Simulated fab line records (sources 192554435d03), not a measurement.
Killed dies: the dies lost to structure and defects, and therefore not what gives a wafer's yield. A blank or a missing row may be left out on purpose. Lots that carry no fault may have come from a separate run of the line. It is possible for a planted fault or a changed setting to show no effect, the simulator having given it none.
Which tool is to blame?	flow n5Finfet	9 lots, 26 wafers sampled, at 5 steps of a route of 1938

== WHAT THE GAUGES SHOWED, per wafer ==
N5_BEOL_M4_RC_MEAS_101.
lot	measured	on	DIBL_N (mV/V)	DIBL_P (mV/V)	EOT_N	EOT_P	IGATE_N (nA/um)	IGATE_P (nA/um)	IOFF_N (nA/um)	IOFF_N_85C (nA/um)	IOFF_N_LIN (nA/um)	IOFF_P (nA/um)	IOFF_P_85C (nA/um)	IOFF_P_LIN (nA/um)	ION_N (uA/um)	ION_P (uA/um)	SS_N (mV/dec)	SS_P (mV/dec)	VT_N (mV)	VT_N_LVT (mV)	VT_P (mV)	VT_P_LVT (mV)
L392	day 9 05:26	prober-01	35.0 38.3 39.0	33.2 38.5 38.7	10.28 10.58 10.32	10.32 10.57 10.37	0.0175 0.0122 0.0163	0.0051 0.0036 0.0048	0.116 0.186 0.196	2.4 3.6 3.8	0.059 0.088 0.091	0.17 0.26 0.26	3.1 4.4 4.4	0.086 0.118 0.119	670 688 700	455 474 477	71.2 72.9 72.4	73.0 73.9 73.9	252.2 245.6 245.2	103.2 96.3 94.2	-252 -247 -246	-101 -96 -96
L394	day 11 04:26	prober-02	32.7 35.9 36.7	32.2 34.8 36.0	10.45 10.49 10.47	10.44 10.45 10.47	0.0161 0.0140 0.0133	0.0049 0.0043 0.0041	0.103 0.140 0.152	2.2 2.8 3.0	0.052 0.067 0.070	0.16 0.19 0.20	2.8 3.3 3.5	0.080 0.089 0.095	668 672 678	463 457 458	70.7 70.7 70.6	72.2 73.0 73.6	255.7 251.5 250.0	104.1 100.5 99.1	-256 -255 -251	-102 -99 -99
L395	day 10 23:41	prober-02	37.7 38.0 34.4	38.6 38.8 34.9	10.47 10.51 10.46	10.38 10.33 10.34	0.0147 0.0142 0.0166	0.0044 0.0043 0.0050	0.180 0.185 0.128	3.4 3.5 2.6	0.083 0.083 0.064	0.23 0.23 0.17	4.0 3.9 3.1	0.109 0.104 0.089	685 679 671	477 467 462	71.5 72.4 71.1	73.7 73.4 72.3	249.5 246.9 252.7	97.5 97.7 100.9	-247 -248 -250	-98 -98 -101
L397	day 12 00:50	prober-02	34.7 35.7 35.7	35.6 36.4 36.5	10.23 10.51 10.31	10.26 10.48 10.40	0.0170 0.0120 0.0167	0.0051 0.0036 0.0051	0.134 0.155 0.146	2.7 3.0 2.9	0.064 0.073 0.071	0.18 0.20 0.19	3.3 3.5 3.4	0.092 0.099 0.096	666 679 674	460 461 465	71.4 71.4 71.2	72.7 72.8 72.5	252.2 248.9 249.6	101.1 97.7 100.1	-252 -251 -251	-103 -100 -101
L403	day 13 12:41	prober-02	44.6 45.9	46.4 46.5	13.73 13.81	13.59 13.75	0.0004 0.0003	0.0001 0.0001	0.301 0.354	5.3 6.0	0.138 0.147	0.39 0.41	6.0 6.3	0.175 0.182	626 626	430 431	73.8 74.1	74.6 74.9	244.3 240.9	91.8 91.4	-243 -242	-92 -91
L406	day 13 22:02	prober-02	35.8 36.9 42.4	34.7 37.0 42.6	10.82 10.65 13.66	10.55 10.57 13.66	0.0083 0.0104 0.0003	0.0025 0.0031 0.0001	0.133 0.160 0.265	2.7 3.2 4.9	0.064 0.075 0.128	0.21 0.25 0.39	3.6 4.3 6.3	0.099 0.116 0.192	668 669 625	463 465 440	70.8 71.2 72.0	73.0 73.9 74.1	252.7 245.8 240.9	101.0 97.0 91.6	-247 -246 -241	-98 -95 -88
L408	day 14 18:20	prober-01	34.8 32.6 35.5	35.1 32.5 35.8	10.63 10.66 10.63	10.57 10.53 10.63	0.0099 0.0130 0.0094	0.0030 0.0039 0.0028	0.140 0.105 0.151	2.8 2.2 2.9	0.067 0.053 0.069	0.18 0.15 0.20	3.2 2.7 3.5	0.088 0.075 0.093	665 658 662	452 454 457	71.5 70.6 70.9	73.5 73.3 73.1	250.6 256.1 249.8	100.6 105.8 100.0	-255 -255 -253	-104 -106 -101
L411	day 15 06:22	prober-01	35.8 36.0 39.1	35.9 36.7 38.8	10.57 10.69 10.48	10.55 10.49 10.53	0.0112 0.0101 0.0133	0.0034 0.0031 0.0040	0.150 0.158 0.214	2.9 3.1 3.9	0.068 0.072 0.091	0.18 0.20 0.23	3.3 3.7 4.0	0.090 0.098 0.107	663 665 697	453 462 468	71.1 71.2 71.9	72.5 72.8 73.2	251.4 247.5 244.7	100.5 98.7 96.6	-251 -249 -251	-102 -100 -100
L414	day 15 11:02	prober-02	36.1 35.9 37.9	36.9 34.8 39.6	10.53 10.63 10.40	10.35 10.29 10.31	0.0142 0.0114 0.0166	0.0043 0.0035 0.0051	0.145 0.148 0.192	2.8 2.9 3.5	0.067 0.065 0.084	0.21 0.19 0.25	3.7 3.4 4.3	0.097 0.092 0.113	660 662 697	455 456 471	71.4 71.4 72.3	73.0 72.7 73.9	253.2 252.0 247.7	103.9 103.4 99.2	-253 -252 -249	-101 -102 -98

N5_BEOL_M5_THK_MEAS_01.
lot	measured	on	M5_ILD_THK (nm)
L392	day 9 06:59	filmMetro-01	115.8 120.0 121.2
L394	day 11 05:31	filmMetro-02	122.6 122.6 121.8
L395	day 11 01:04	filmMetro-02	117.8 118.0 121.0
L397	day 12 02:13	filmMetro-01	119.4 121.7 120.7
L403	day 13 13:45	filmMetro-02	119.8 121.2
L406	day 13 23:26	filmMetro-02	117.6 120.1 121.3
L408	day 14 19:44	filmMetro-02	117.5 120.5 119.1
L411	day 15 07:54	filmMetro-02	118.7 118.5 121.0
L414	day 15 12:36	filmMetro-02	120.3 121.8 120.1

== TOOL THAT RAN EACH LOT (tool first, then ch and the chambers of the sampled wafers, then the start) ==
lot	N5_DUMMY_GATE_ALD_02	N5_BEOL_M4_ANNEAL_93	N5_BEOL_M4_DEP_57
L392	aldSin-02 ch 0,1,3, day 2 18:28	pvdSputter-03, day 9 03:59	pecvd-02 ch 0,1,2, day 9 05:19
L394	aldSin-03 ch 2,3, day 3 07:53	pvdSputter-02, day 11 02:31	pecvd-03 ch 0,1,2, day 11 03:53
L395	aldSin-03 ch 0,1,2, day 3 13:22	pvdSputter-03, day 10 22:00	pecvd-03 ch 0,1, day 10 23:25
L397	aldSin-03 ch 1,3, day 4 00:07	pvdSputter-03, day 11 23:14	pecvd-01 ch 0,2, day 12 00:34
L403	aldSin-03 ch 1,3, day 5 18:14	pvdSputter-01, day 13 10:34	pecvd-01 ch 1,2, day 13 12:07
L406	aldSin-03 ch 0,1,3, day 6 11:23	pvdSputter-02, day 13 20:20	pecvd-03 ch 0,1,2, day 13 21:46
L408	aldSin-02 ch 1,2,3, day 6 20:20	pvdSputter-01, day 14 16:11	pecvd-02 ch 0,1, day 14 18:04
L411	aldSin-04 ch 0,1,3, day 7 15:24	pvdSputter-01, day 15 04:51	pecvd-01 ch 1,2, day 15 06:15
L414	aldSin-02 ch 0,2,3, day 8 07:45	pvdSputter-02, day 15 09:35	pecvd-03 ch 0,1,2, day 15 10:55
- N5_DUMMY_GATE_ALD_02: deposits SiO2, target thk 2 nm, pulse time 1 s.
- N5_BEOL_M4_ANNEAL_93: time 240 s.
- N5_BEOL_M4_DEP_57: deposits SiCN from 3MS/NH3, target thk 8 nm, time 14 s.

== WHAT THE TOOLS THEMSELVES READ (means of the sampled wafers that have a number; where no wafer has one, the mark that the record gives instead) ==
N5_DUMMY_GATE_ALD_02.
lot	tool	heaterPowerW (W)	precursorPulseHeightRel
L392	aldSin-02	469	1.001
L394	aldSin-03	472	0.987
L395	aldSin-03	475	0.991
L397	aldSin-03	470	1.006
L403	aldSin-03	478	0.996
L406	aldSin-03	492	1.023
L408	aldSin-02	471	0.969
L411	aldSin-04	446	1.022
L414	aldSin-02	459	0.989

N5_BEOL_M4_ANNEAL_93.
lot	tool	heaterPowerW (W)
L392	pvdSputter-03	899
L394	pvdSputter-02	779
L395	pvdSputter-03	848
L397	pvdSputter-03	823
L403	pvdSputter-01	798
L406	pvdSputter-02	803
L408	pvdSputter-01	842
L411	pvdSputter-01	811
L414	pvdSputter-02	775

N5_BEOL_M4_DEP_57.
lot	tool	showerheadPlenumPTorr (Torr)	throttleValvePct (%)
L392	pecvd-02	3.670	9.1
L394	pecvd-03	3.659	8.9
L395	pecvd-03	3.659	9.0
L397	pecvd-01	3.655	9.0
L403	pecvd-01	3.656	8.6
L406	pecvd-03	3.671	8.9
L408	pecvd-02	3.678	9.6
L411	pecvd-01	3.660	8.5
L414	pecvd-03	3.665	9.1

== THE ANSWER, worked out from the rows above alone ==
Rule: the usual values come from the lots themselves. The widest of any qualifying gaps counts: lots, ordered by their means at a reading, are off when they make up no more than a third of the lots, leave a main group of 4 or more, and stand apart from it by 3 or more times the standard deviation of that group's means. If all means in a main group match to the digits the tables above print for the reading, that group is not used. A lot without any number at a reading at which 4 lots or more have one is off too. All remaining lots with rows at the step are treated as sound. After the gauges, taken in route order, come the tools' own readings; for these a lot's mean is taken, as printed above. The first step at which some lot is off is used, and at that step the reading that is off furthest; a lot without a number counts as furthest.
Off: L403, L406, at N5_BEOL_M4_RC_MEAS_101 (EOT_P). The main group has a mean of 10.43 with a standard deviation of 0.087.
A tool fits if, at a process step before that reading, it ran every lot that is off, and no sound lot after the first of them. Gauges at N5_BEOL_M4_RC_MEAS_101: tried the same way as those tools. One fits: N5_DUMMY_GATE_ALD_02 on aldSin-03. A fault onset in the window from L397 (day 4 00:07, its last sound lot) to L403 (day 5 18:14, its first lot off) fits.

== WHAT WAS PUT IN BY THE SIMULATOR ==
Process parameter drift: aldSin-03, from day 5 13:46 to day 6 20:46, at N5_DUMMY_GATE_ALD_02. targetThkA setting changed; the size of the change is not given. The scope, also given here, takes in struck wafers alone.
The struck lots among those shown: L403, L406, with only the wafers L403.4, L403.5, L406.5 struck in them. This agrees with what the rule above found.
